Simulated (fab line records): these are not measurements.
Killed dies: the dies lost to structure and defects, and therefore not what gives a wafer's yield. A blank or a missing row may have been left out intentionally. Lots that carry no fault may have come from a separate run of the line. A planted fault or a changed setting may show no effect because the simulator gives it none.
Chamber matching + flow n5Finfet + N5_HKMG_FIN_ETCH_54 on rieDiel-04 has 4 sister chambers
The step etches SiARC in CF4, target depth 45.5 nm, time 75.8 s. 16 wafers are shown with their chamber, then 8 later ones without.

## WAFERS WITH THEIR CHAMBER
| wafer  | chamber | drypumpMotorCurrentA (A) | throttleValvePct (%) | showerheadPlenumPTorr (Torr) |
|--------|---------|--------------------------|----------------------|------------------------------|
| L077.4 | 3       | 5.0                      | 15.47                | 2.18                         |
| L077.5 | 2       | 6.0                      | 15.14                | 2.18                         |
| L077.6 | 3       | 5.0                      | 15.49                | 2.18                         |
| L080.1 | 0       | 5.0                      | 15.67                | 2.04                         |
| L080.4 | 3       | 5.0                      | 15.50                | 2.18                         |
| L080.6 | 2       | 6.0                      | 15.14                | 2.17                         |
| L081.1 | 0       | 5.0                      | 15.68                | 2.04                         |
| L081.3 | 1       | 5.9                      | 15.57                | 2.08                         |
| L081.6 | 3       | 5.0                      | 15.51                | 2.18                         |
| L082.2 | 0       | 5.0                      | 15.69                | 2.03                         |
| L082.3 | 3       | 5.0                      | 15.51                | 2.17                         |
| L082.5 | 0       | 5.0                      | 15.69                | 2.03                         |
| L083.1 | 1       | 5.8                      | 15.58                | 2.08                         |
| L083.4 | 0       | 5.0                      | 15.68                | 2.03                         |
| L083.5 | 3       | 5.0                      | 15.52                | 2.17                         |
| L085.2 | 3       | 5.0                      | 15.53                | 2.17                         |

SIGNATURES (means of the wafers above)
| reading               | chamber 0 | chamber 1 | chamber 2 | chamber 3 | scatter within a chamber |
|-----------------------|-----------|-----------|-----------|-----------|--------------------------|
| drypumpMotorCurrentA  | 5.000     | 5.850     | 6.000     | 5.000     | 0.0204                   |
| throttleValvePct      | 15.6820   | 15.5750   | 15.1400   | 15.5043   | 0.015                    |
| showerheadPlenumPTorr | 2.0340    | 2.0800    | 2.1750    | 2.1757    | 0.00533                  |
Rule: for a wafer and a chamber, the distance is found by dividing, reading by reading, the gap between the wafer's reading and the chamber's mean by the reading's scatter, squaring, summing and taking the root. The wafer belongs to the nearest chamber; if the next one is less than 2 further off, it can't be placed. The scatter: take each reading less its chamber's mean, square it, sum over the shown wafers, divide by the number of wafers less the number of chambers, and take the root.

## WAFERS WITH NO CHAMBER GIVEN
| wafer  | drypumpMotorCurrentA (A) | throttleValvePct (%) | showerheadPlenumPTorr (Torr) |
|--------|--------------------------|----------------------|------------------------------|
| L085.3 | 5.0                      | 15.69                | 2.03                         |
| L085.4 | 5.8                      | 15.61                | 2.08                         |
| L087.2 | 6.0                      | 15.18                | 2.17                         |
| L087.4 | 6.0                      | 15.17                | 2.17                         |
| L087.5 | 5.0                      | 15.54                | 2.17                         |
| L088.1 | 5.0                      | 15.70                | 2.03                         |
| L088.2 | 5.8                      | 15.63                | 2.08                         |
| L088.5 | 6.0                      | 15.15                | 2.17                         |

## EACH ONE'S CHAMBER
| wafer  | from the rows above | in truth |
|--------|---------------------|----------|
| L085.3 | 0                   | 0        |
| L085.4 | 1                   | 1        |
| L087.2 | 2                   | 2        |
| L087.4 | 2                   | 2        |
| L087.5 | 3                   | 3        |
| L088.1 | 0                   | 0        |
| L088.2 | 1                   | 1        |
| L088.5 | 2                   | 2        |
Correct placement for 8 of the 8. Not placeable from these rows: 0. Placed wrongly: 0.
